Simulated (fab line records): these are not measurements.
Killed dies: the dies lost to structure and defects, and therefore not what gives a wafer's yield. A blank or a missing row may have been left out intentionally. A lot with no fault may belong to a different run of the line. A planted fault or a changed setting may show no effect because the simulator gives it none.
Which tool did it? / flow n5_finfet / Sampling: 9 lots, 26 wafers, 7 of 1938 route steps

WHAT THE GAUGES READ, wafer by wafer
N5_WELL_APT_OVL_MEAS_09.
lot=L155; measured=day 2 07:43; on=overlay-02; NWELL_OVL (nm)=-1 4
lot=L156; measured=day 2 13:46; on=overlay-02; NWELL_OVL (nm)=-9 -2 0
lot=L158; measured=day 3 01:48; on=overlay-01; NWELL_OVL (nm)=1 -5 -3
lot=L166; measured=day 5 01:37; on=overlay-01; NWELL_OVL (nm)=-7 -13 -1
lot=L169; measured=day 5 19:43; on=overlay-02; NWELL_OVL (nm)=-10 -5 -10
lot=L170; measured=day 6 01:43; on=overlay-01; NWELL_OVL (nm)=0 0 -8
lot=L171; measured=day 6 07:46; on=overlay-02; NWELL_OVL (nm)=-3 -11 -9
lot=L173; measured=day 6 19:52; on=overlay-01; NWELL_OVL (nm)=-10 -9 -5
lot=L174; measured=day 7 01:51; on=overlay-01; NWELL_OVL (nm)=-6 -6 -1

N5_WELL_APT_INSPECT_27: inspects for defects (macro).
lot=L155; measured=day 2 09:17; on=defect_inspect-01; raw_defect_count=0 2
lot=L156; measured=day 2 15:03; on=defect_inspect-01; raw_defect_count=>300 5 2
lot=L158; measured=day 3 03:04; on=defect_inspect-01; raw_defect_count=>300 1 0
lot=L166; measured=day 5 03:00; on=defect_inspect-02; raw_defect_count=2 1 0
lot=L169; measured=day 5 20:59; on=defect_inspect-01; raw_defect_count=1 2 2
lot=L170; measured=day 6 03:00; on=defect_inspect-02; raw_defect_count=2 2 3
lot=L171; measured=day 6 08:55; on=defect_inspect-02; raw_defect_count=2 2 1
lot=L173; measured=day 6 21:01; on=defect_inspect-01; raw_defect_count=2 1 4
lot=L174; measured=day 7 03:00; on=defect_inspect-01; raw_defect_count=4 3 1

N5_WELL_APT_INSPECT_38: inspects for defects (darkfield).
lot=L155; measured=day 2 12:13; on=defect_inspect-02; raw_defect_count=21 9
lot=L156; measured=day 2 16:44; on=defect_inspect-01; raw_defect_count=1031 20 6
lot=L158; measured=day 3 04:45; on=defect_inspect-02; raw_defect_count=1041 12 11
lot=L166; measured=day 5 04:41; on=defect_inspect-01; raw_defect_count=23 16 18
lot=L169; measured=day 5 23:01; on=defect_inspect-02; raw_defect_count=6 16 11
lot=L170; measured=day 6 05:31; on=defect_inspect-01; raw_defect_count=14 9 20
lot=L171; measured=day 6 10:47; on=defect_inspect-02; raw_defect_count=11 17 10
lot=L173; measured=day 6 22:41; on=defect_inspect-02; raw_defect_count=3 11 13
lot=L174; measured=day 7 04:41; on=defect_inspect-02; raw_defect_count=24 12 14

N5_BEOL_M4_RC_MEAS_101.
lot=L155; measured=day 9 22:49; on=prober-01; DIBL_N (mV/V)=36.7 35.8; DIBL_P (mV/V)=37.3 35.5; IOFF_N (nA/um)=0.176 0.165; IOFF_P (nA/um)=0.21 0.19; ION_N (uA/um)=670 667; ION_P (uA/um)=452 456; SS_N (mV/dec)=71.8 71.8; SS_P (mV/dec)=73.2 73.5; VT_N (mV)=251 247; VT_P (mV)=-251 -254
lot=L156; measured=day 10 03:13; on=prober-01; DIBL_N (mV/V)=37.4 35.9 37.2; DIBL_P (mV/V)=36.7 35.6 37.0; IOFF_N (nA/um)=0.151 0.125 0.155; IOFF_P (nA/um)=0.20 0.18 0.20; ION_N (uA/um)=674 656 680; ION_P (uA/um)=461 455 463; SS_N (mV/dec)=71.8 71.3 72.1; SS_P (mV/dec)=73.6 73.2 73.6; VT_N (mV)=253 255 250; VT_P (mV)=-252 -250 -253
lot=L158; measured=day 10 23:09; on=prober-02; DIBL_N (mV/V)=37.7 36.8 34.7; DIBL_P (mV/V)=38.8 37.0 35.1; IOFF_N (nA/um)=0.193 0.170 0.134; IOFF_P (nA/um)=0.23 0.20 0.18; ION_N (uA/um)=682 665 667; ION_P (uA/um)=463 449 457; SS_N (mV/dec)=72.0 71.2 71.4; SS_P (mV/dec)=74.0 73.4 73.4; VT_N (mV)=248 247 253; VT_P (mV)=-253 -253 -252
lot=L166; measured=day 12 21:17; on=prober-01; DIBL_N (mV/V)=34.8 37.0 37.5; DIBL_P (mV/V)=36.5 39.1 39.4; IOFF_N (nA/um)=0.157 0.203 0.224; IOFF_P (nA/um)=0.21 0.26 0.26; ION_N (uA/um)=672 695 686; ION_P (uA/um)=461 470 466; SS_N (mV/dec)=71.3 71.8 72.0; SS_P (mV/dec)=72.7 73.6 73.6; VT_N (mV)=249 245 243; VT_P (mV)=-250 -246 -248
lot=L169; measured=day 13 03:50; on=prober-02; DIBL_N (mV/V)=36.2 37.3 34.6; DIBL_P (mV/V)=34.5 34.6 32.2; IOFF_N (nA/um)=0.148 0.146 0.120; IOFF_P (nA/um)=0.18 0.17 0.16; ION_N (uA/um)=684 674 660; ION_P (uA/um)=464 447 449; SS_N (mV/dec)=71.2 71.6 70.6; SS_P (mV/dec)=72.7 72.7 72.4; VT_N (mV)=248 254 253; VT_P (mV)=-255 -255 -256
lot=L170; measured=day 13 06:11; on=prober-02; DIBL_N (mV/V)=35.6 35.3 36.1; DIBL_P (mV/V)=35.8 35.7 35.7; IOFF_N (nA/um)=0.151 0.146 0.150; IOFF_P (nA/um)=0.20 0.20 0.20; ION_N (uA/um)=687 674 673; ION_P (uA/um)=469 461 459; SS_N (mV/dec)=71.3 70.9 71.2; SS_P (mV/dec)=73.7 73.4 72.6; VT_N (mV)=250 248 249; VT_P (mV)=-250 -251 -249
lot=L171; measured=day 14 05:24; on=prober-02; DIBL_N (mV/V)=35.8 33.6 34.9; DIBL_P (mV/V)=34.9 31.3 33.4; IOFF_N (nA/um)=0.155 0.109 0.135; IOFF_P (nA/um)=0.19 0.14 0.17; ION_N (uA/um)=680 653 674; ION_P (uA/um)=462 449 463; SS_N (mV/dec)=71.8 71.5 71.9; SS_P (mV/dec)=72.8 73.0 72.8; VT_N (mV)=249 257 250; VT_P (mV)=-252 -256 -253
lot=L173; measured=day 14 03:56; on=prober-02; DIBL_N (mV/V)=35.4 35.7 38.8; DIBL_P (mV/V)=35.1 37.0 40.0; IOFF_N (nA/um)=0.126 0.139 0.190; IOFF_P (nA/um)=0.16 0.18 0.23; ION_N (uA/um)=651 671 671; ION_P (uA/um)=441 461 449; SS_N (mV/dec)=71.2 71.3 72.2; SS_P (mV/dec)=72.9 73.1 74.8; VT_N (mV)=253 253 247; VT_P (mV)=-254 -252 -251
lot=L174; measured=day 15 06:46; on=prober-01; DIBL_N (mV/V)=35.3 35.7 37.0; DIBL_P (mV/V)=36.1 36.1 37.1; IOFF_N (nA/um)=0.156 0.171 0.177; IOFF_P (nA/um)=0.23 0.22 0.23; ION_N (uA/um)=681 677 676; ION_P (uA/um)=467 468 465; SS_N (mV/dec)=71.0 71.2 71.9; SS_P (mV/dec)=73.7 74.0 74.4; VT_N (mV)=248 249 251; VT_P (mV)=-249 -250 -250

EACH LOT AND THE TOOL THAT RAN IT (in order: tool; ch and the chambers of the sampled wafers; start)
lot=L155; N5_WELL_APT_DESCUM_13=rie_diel-02 ch 0,1, day 2 08:04; N5_WELL_APT_STRIP_16=wet_bench-06 ch 4,6, day 2 08:33; N5_PMOS_HMC_CHANNEL_EPI_ETCH_38=rie_si-06 ch 1,2, day 2 13:16
lot=L156; N5_WELL_APT_DESCUM_13=rie_diel-06 ch 0,2, day 2 13:49; N5_WELL_APT_STRIP_16=wet_bench-06 ch 1,2,6, day 2 14:18; N5_PMOS_HMC_CHANNEL_EPI_ETCH_38=rie_si-03 ch 0,2,3, day 2 18:05
lot=L158; N5_WELL_APT_DESCUM_13=rie_diel-05 ch 0,1,2, day 3 01:59; N5_WELL_APT_STRIP_16=wet_bench-06 ch 4,5,6, day 3 02:28; N5_PMOS_HMC_CHANNEL_EPI_ETCH_38=rie_si-03 ch 1,2, day 3 05:51
lot=L166; N5_WELL_APT_DESCUM_13=rie_diel-05 ch 0,1, day 5 01:46; N5_WELL_APT_STRIP_16=wet_bench-05 ch 1,3,4, day 5 02:15; N5_PMOS_HMC_CHANNEL_EPI_ETCH_38=rie_si-06 ch 0,1, day 5 05:38
lot=L169; N5_WELL_APT_DESCUM_13=rie_diel-02 ch 0,1, day 5 19:46; N5_WELL_APT_STRIP_16=wet_bench-06 ch 3,4,5, day 5 20:15; N5_PMOS_HMC_CHANNEL_EPI_ETCH_38=rie_si-03 ch 0,1, day 5 23:53
lot=L170; N5_WELL_APT_DESCUM_13=rie_diel-06 ch 0,1,3, day 6 01:53; N5_WELL_APT_STRIP_16=wet_bench-05 ch 1,2,3, day 6 02:23; N5_PMOS_HMC_CHANNEL_EPI_ETCH_38=rie_si-03 ch 0,3, day 6 06:31
lot=L171; N5_WELL_APT_DESCUM_13=rie_diel-02 ch 0,1,2, day 6 07:50; N5_WELL_APT_STRIP_16=wet_bench-06 ch 2,5,7, day 6 08:19; N5_PMOS_HMC_CHANNEL_EPI_ETCH_38=rie_si-03 ch 0,2,3, day 6 11:38
lot=L173; N5_WELL_APT_DESCUM_13=rie_diel-06 ch 1,2,3, day 6 19:55; N5_WELL_APT_STRIP_16=wet_bench-03 ch 1,3,6, day 6 20:25; N5_PMOS_HMC_CHANNEL_EPI_ETCH_38=rie_si-03 ch 0,1,3, day 6 23:31
lot=L174; N5_WELL_APT_DESCUM_13=rie_diel-06 ch 0,1,3, day 7 01:55; N5_WELL_APT_STRIP_16=wet_bench-05 ch 2,5,7, day 7 02:24; N5_PMOS_HMC_CHANNEL_EPI_ETCH_38=rie_si-03 ch 0,1,3, day 7 05:39
- N5_WELL_APT_DESCUM_13: chemistry O2, time 7.9 s.
- N5_WELL_APT_STRIP_16: strips in SPM, time 900 s.
- N5_PMOS_HMC_CHANNEL_EPI_ETCH_38: etches SiO2 in CF4, target depth 1.5 nm.

AS READ BY THE TOOLS THEMSELVES (means over the sampled wafers that have a number; for cases with no such wafer, the mark the record gives instead)
N5_WELL_APT_DESCUM_13.
lot=L155; tool=rie_diel-02; drypump_motor_current_A (A)=5.1; o2_flow_sccm (sccm)=224.8; oes_product_au (a.u.)=0.73; rf_vpp_V (V)=242.4; showerhead_plenum_p_Torr (Torr)=2.13; throttle_valve_pct (%)=20.59
lot=L156; tool=rie_diel-06; drypump_motor_current_A (A)=6.0; o2_flow_sccm (sccm)=225.3; oes_product_au (a.u.)=0.70; rf_vpp_V (V)=243.5; showerhead_plenum_p_Torr (Torr)=2.12; throttle_valve_pct (%)=20.57
lot=L158; tool=rie_diel-05; drypump_motor_current_A (A)=5.7; o2_flow_sccm (sccm)=225.0; oes_product_au (a.u.)=0.75; rf_vpp_V (V)=242.6; showerhead_plenum_p_Torr (Torr)=2.10; throttle_valve_pct (%)=20.58
lot=L166; tool=rie_diel-05; drypump_motor_current_A (A)=5.7; o2_flow_sccm (sccm)=224.7; oes_product_au (a.u.)=0.76; rf_vpp_V (V)=243.3; showerhead_plenum_p_Torr (Torr)=2.10; throttle_valve_pct (%)=20.64
lot=L169; tool=rie_diel-02; drypump_motor_current_A (A)=5.1; o2_flow_sccm (sccm)=225.1; oes_product_au (a.u.)=0.72; rf_vpp_V (V)=243.2; showerhead_plenum_p_Torr (Torr)=2.11; throttle_valve_pct (%)=20.60
lot=L170; tool=rie_diel-06; drypump_motor_current_A (A)=5.8; o2_flow_sccm (sccm)=225.3; oes_product_au (a.u.)=0.85; rf_vpp_V (V)=244.1; showerhead_plenum_p_Torr (Torr)=2.12; throttle_valve_pct (%)=20.30
lot=L171; tool=rie_diel-02; drypump_motor_current_A (A)=5.3; o2_flow_sccm (sccm)=224.7; oes_product_au (a.u.)=0.77; rf_vpp_V (V)=243.4; showerhead_plenum_p_Torr (Torr)=2.13; throttle_valve_pct (%)=20.54
lot=L173; tool=rie_diel-06; drypump_motor_current_A (A)=5.9; o2_flow_sccm (sccm)=224.8; oes_product_au (a.u.)=0.78; rf_vpp_V (V)=243.1; showerhead_plenum_p_Torr (Torr)=2.09; throttle_valve_pct (%)=20.32
lot=L174; tool=rie_diel-06; drypump_motor_current_A (A)=5.8; o2_flow_sccm (sccm)=225.0; oes_product_au (a.u.)=0.84; rf_vpp_V (V)=244.1; showerhead_plenum_p_Torr (Torr)=2.11; throttle_valve_pct (%)=20.30

N5_PMOS_HMC_CHANNEL_EPI_ETCH_38.
lot=L155; tool=rie_si-06; drypump_motor_current_A (A)=5.8; oes_product_au (a.u.)=0.999; throttle_valve_pct (%)=21.66
lot=L156; tool=rie_si-03; drypump_motor_current_A (A)=5.6; oes_product_au (a.u.)=0.990; throttle_valve_pct (%)=21.87
lot=L158; tool=rie_si-03; drypump_motor_current_A (A)=6.1; oes_product_au (a.u.)=0.988; throttle_valve_pct (%)=21.66
lot=L166; tool=rie_si-06; drypump_motor_current_A (A)=5.7; oes_product_au (a.u.)=1.009; throttle_valve_pct (%)=21.68
lot=L169; tool=rie_si-03; drypump_motor_current_A (A)=5.9; oes_product_au (a.u.)=0.981; throttle_valve_pct (%)=21.78
lot=L170; tool=rie_si-03; drypump_motor_current_A (A)=5.8; oes_product_au (a.u.)=0.995; throttle_valve_pct (%)=22.02
lot=L171; tool=rie_si-03; drypump_motor_current_A (A)=5.6; oes_product_au (a.u.)=0.992; throttle_valve_pct (%)=21.88
lot=L173; tool=rie_si-03; drypump_motor_current_A (A)=5.9; oes_product_au (a.u.)=0.992; throttle_valve_pct (%)=21.90
lot=L174; tool=rie_si-03; drypump_motor_current_A (A)=5.9; oes_product_au (a.u.)=0.987; throttle_valve_pct (%)=21.91

THE ANSWER, worked out from the rows above alone
Rule: the lots themselves supply what counts as usual. The widest of any qualifying gaps counts: lots, ordered by their means at a reading, are off when they make up no more than a third of the lots, leave a main group of 4 or more, and stand apart from it by 3 or more times the standard deviation of that group's means. A main group whose means are all the same, to the digits that the tables above print for the reading, isn't used. A lot without any number at a reading at which 4 lots or more have one is off too. The other lots that the step has rows for count as sound. First the gauges in route order, then the tools' own readings, where a lot's mean is used as printed above. The first step at which some lot is off is used, and at that step the reading that is off furthest; a lot without a number counts as furthest.
Off: L156, L158 (N5_WELL_APT_INSPECT_38, raw_defect_count). The main group has a mean of 14 with a standard deviation of 3.1.
If a tool, at a process step before that reading, ran all the lots that are off and no sound lot after the first of them, it fits. Gauges at N5_WELL_APT_INSPECT_38: tried the same way as those tools. No candidate that was tried fits.

WHAT THE SIMULATOR PUT IN
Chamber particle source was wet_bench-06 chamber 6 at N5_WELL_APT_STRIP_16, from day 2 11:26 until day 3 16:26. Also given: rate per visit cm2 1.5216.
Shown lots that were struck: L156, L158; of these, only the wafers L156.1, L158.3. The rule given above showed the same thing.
